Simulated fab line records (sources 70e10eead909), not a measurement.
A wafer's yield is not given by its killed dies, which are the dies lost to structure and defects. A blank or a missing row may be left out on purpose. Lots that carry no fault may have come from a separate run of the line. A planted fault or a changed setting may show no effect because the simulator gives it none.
Chamber matching / flow nand harc / 4 sister chambers for NHARC_A_CHANNEL_FILL_D1_ETCHBACK_20 on rie diel-01
The step etches the open film in C4F8/O2/Ar, target depth 27 nm, time 13.5 s. 14 wafers are shown with their chamber, then 7 later ones without.

== EACH WAFER AND ITS CHAMBER ==
wafer=L075.1; chamber=2; rf vpp V (V)=982; bias w (W)=1496; oes product au (a.u.)=1.00
wafer=L075.3; chamber=0; rf vpp V (V)=977; bias w (W)=1501; oes product au (a.u.)=1.01
wafer=L075.6; chamber=3; rf vpp V (V)=972; bias w (W)=1495; oes product au (a.u.)=1.02
wafer=L081.4; chamber=1; rf vpp V (V)=982; bias w (W)=1496; oes product au (a.u.)=0.93
wafer=L081.5; chamber=0; rf vpp V (V)=978; bias w (W)=1495; oes product au (a.u.)=0.92
wafer=L081.6; chamber=3; rf vpp V (V)=972; bias w (W)=1505; oes product au (a.u.)=0.92
wafer=L086.1; chamber=0; rf vpp V (V)=977; bias w (W)=1501; oes product au (a.u.)=0.93
wafer=L086.3; chamber=3; rf vpp V (V)=971; bias w (W)=1499; oes product au (a.u.)=0.93
wafer=L086.5; chamber=0; rf vpp V (V)=977; bias w (W)=1504; oes product au (a.u.)=0.92
wafer=L084.2; chamber=0; rf vpp V (V)=979; bias w (W)=1504; oes product au (a.u.)=0.93
wafer=L084.3; chamber=2; rf vpp V (V)=984; bias w (W)=1504; oes product au (a.u.)=0.93
wafer=L084.4; chamber=0; rf vpp V (V)=977; bias w (W)=1505; oes product au (a.u.)=0.93
wafer=L090.1; chamber=3; rf vpp V (V)=970; bias w (W)=1501; oes product au (a.u.)=1.00
wafer=L090.2; chamber=2; rf vpp V (V)=982; bias w (W)=1495; oes product au (a.u.)=1.01

SIGNATURES (means of the wafers above)
reading=rf vpp V; chamber 0=977.50; chamber 1=982.00; chamber 2=982.67; chamber 3=971.25; scatter within a chamber=0.944
reading=bias w; chamber 0=1501.67; chamber 1=1496.00; chamber 2=1498.33; chamber 3=1500.00; scatter within a chamber=4.1
reading=oes product au; chamber 0=0.9400; chamber 1=0.9300; chamber 2=0.9800; chamber 3=0.9675; scatter within a chamber=0.0416
Rule: distance of a wafer from a chamber = root of the sum over the readings of ((wafer's reading minus chamber's mean) / reading's scatter) squared. The wafer belongs to the nearest chamber; if the next one is less than 2 further off, it can't be placed. The scatter: take each reading less its chamber's mean, square it, sum over the shown wafers, divide by the number of wafers less the number of chambers, and take the root.

== WAFERS WITH NO CHAMBER GIVEN ==
wafer=L090.3; rf vpp V (V)=976; bias w (W)=1497; oes product au (a.u.)=1.00
wafer=L096.1; rf vpp V (V)=981; bias w (W)=1498; oes product au (a.u.)=1.01
wafer=L096.3; rf vpp V (V)=971; bias w (W)=1502; oes product au (a.u.)=1.00
wafer=L096.4; rf vpp V (V)=977; bias w (W)=1501; oes product au (a.u.)=1.01
wafer=L097.2; rf vpp V (V)=982; bias w (W)=1503; oes product au (a.u.)=1.01
wafer=L097.3; rf vpp V (V)=971; bias w (W)=1497; oes product au (a.u.)=1.00
wafer=L097.6; rf vpp V (V)=970; bias w (W)=1504; oes product au (a.u.)=1.00

== CHAMBER TAKEN BY EACH ==
wafer=L090.3; from the rows above=0; in truth=0
wafer=L096.1; from the rows above=can't be placed: 2 or 1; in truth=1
wafer=L096.3; from the rows above=3; in truth=3
wafer=L096.4; from the rows above=0; in truth=0
wafer=L097.2; from the rows above=can't be placed: 2 or 1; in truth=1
wafer=L097.3; from the rows above=3; in truth=3
wafer=L097.6; from the rows above=3; in truth=3
Correct placement for 5 of the 7. Unplaceable from these rows: 2, with the true chamber sitting among the candidates in 2. 0 placed wrongly.
